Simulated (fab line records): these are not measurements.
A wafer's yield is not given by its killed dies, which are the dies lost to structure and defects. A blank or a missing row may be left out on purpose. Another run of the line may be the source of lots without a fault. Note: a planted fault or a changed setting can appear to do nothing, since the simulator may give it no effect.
Split-lot experiment -- flow n5_finfet -- 21 wafers read from 7 lots, route of 1938 steps

== THE SPLIT ==
At N5_SDB_ETCH_18 (etches SOC in N2/H2, target depth 100 nm, overetch 20 nm, time 150 s), the setting source_w was moved away from the recipe's 840 W on 12 of the 21 wafers read, by -16.1% to +16.9%. This setting was run at the recipe's value on the other wafers.

The split's own step is where the reading is taken.

== THE READING ==
rf_vpp_V, in V, at N5_SDB_ETCH_18 (etches SOC in N2/H2, target depth 100 nm, overetch 20 nm, time 150 s). Fault-free wafers of this fab line usually give 524.1 V, standard deviation 2.5 V.

wafer,"tool, chamber at the split","source_w as run, W",against the recipe,"rf_vpp_V, V",against lot-mates on the recipe
L077.1,"rie_diel-06, 3",840,recipe,526.6,-
L077.4,"rie_diel-06, 0",840,recipe,527.8,-
L077.5,"rie_diel-06, 2",840,recipe,523.6,-
L081.1,"rie_diel-01, 2",840,recipe,523.4,-
L081.2,"rie_diel-01, 0",840,recipe,526.9,-
L081.3,"rie_diel-01, 3",981.6,+16.9%,500.6,-24.5
L083.1,"rie_diel-04, 1",767.5,-8.6%,539.2,no lot-mate on the recipe
L083.3,"rie_diel-04, 0",767.5,-8.6%,540.4,no lot-mate on the recipe
L083.4,"rie_diel-04, 2",767.5,-8.6%,535.5,no lot-mate on the recipe
L085.1,"rie_diel-04, 1",704.9,-16.1%,554.8,+33.9
L085.3,"rie_diel-04, 3",840,recipe,520.9,-
L085.4,"rie_diel-04, 0",704.9,-16.1%,555.9,+35.0
L095.1,"rie_diel-04, 3",778.7,-7.3%,534.0,no lot-mate on the recipe
L095.5,"rie_diel-04, 0",778.7,-7.3%,537.0,no lot-mate on the recipe
L095.6,"rie_diel-04, 3",778.7,-7.3%,534.1,no lot-mate on the recipe
L096.1,"rie_diel-01, 1",840,recipe,523.6,-
L096.2,"rie_diel-01, 0",840,recipe,526.2,-
L096.5,"rie_diel-01, 0",975,+16.1%,500.5,-24.4
L097.3,"rie_diel-06, 2",788.8,-6.1%,533.2,+10.0
L097.5,"rie_diel-06, 2",840,recipe,523.2,-
L097.6,"rie_diel-06, 3",788.8,-6.1%,536.5,+13.3

THE FIT
A straight line over all 21 wafers: rf_vpp_V changes by -1.62 V for each +1% of source_w; r = -0.98; the points scatter about the line by 2.6 V.
The same after taking each lot's own level away (the mean of its wafers on the recipe; 15 wafers): -1.8 V for each +1%; r = -0.99; scatter 2.9 V.
That fit puts the effect of the largest move of source_w on the reading at 30 V.
The lots' own levels span 520.90 to 526.00 V, that is 2.0 times the standard deviation above.
Consequently the slope shifts little with the lot-to-lot level, the two slopes agreeing.
Check: for one of the wafers moved furthest among these (+16.9%), held out of the fit, the line's prediction against its lot-mates is -31 V. Against them it came out at -24.5 V.
Tool readings at the split's step, against how far the setting was moved: rf_vpp_V r = -0.98.

== THE WHOLE CHAIN: every reading that the file lists as answering this split, in the file's order ==
step,what it does,reading,change (the file's fit),r (the file's)
N5_SDB_ETCH_18,"etches SOC in N2/H2, target depth 100 nm, overetch 20 nm, time 150 s",rf_vpp_V,-1.71 V for each +1% of the setting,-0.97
N5_SDB_ETCH_18,"etches SOC in N2/H2, target depth 100 nm, overetch 20 nm, time 150 s","SiARC_of_SDB_COAT_04.thk_nm (the simulator's own value, which no gauge read)",-0.0364 nm for each +1% of the setting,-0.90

== FILE'S OWN FIT ==
rf_vpp_V changes by -1.71 V for each +1% of source_w, r = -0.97.
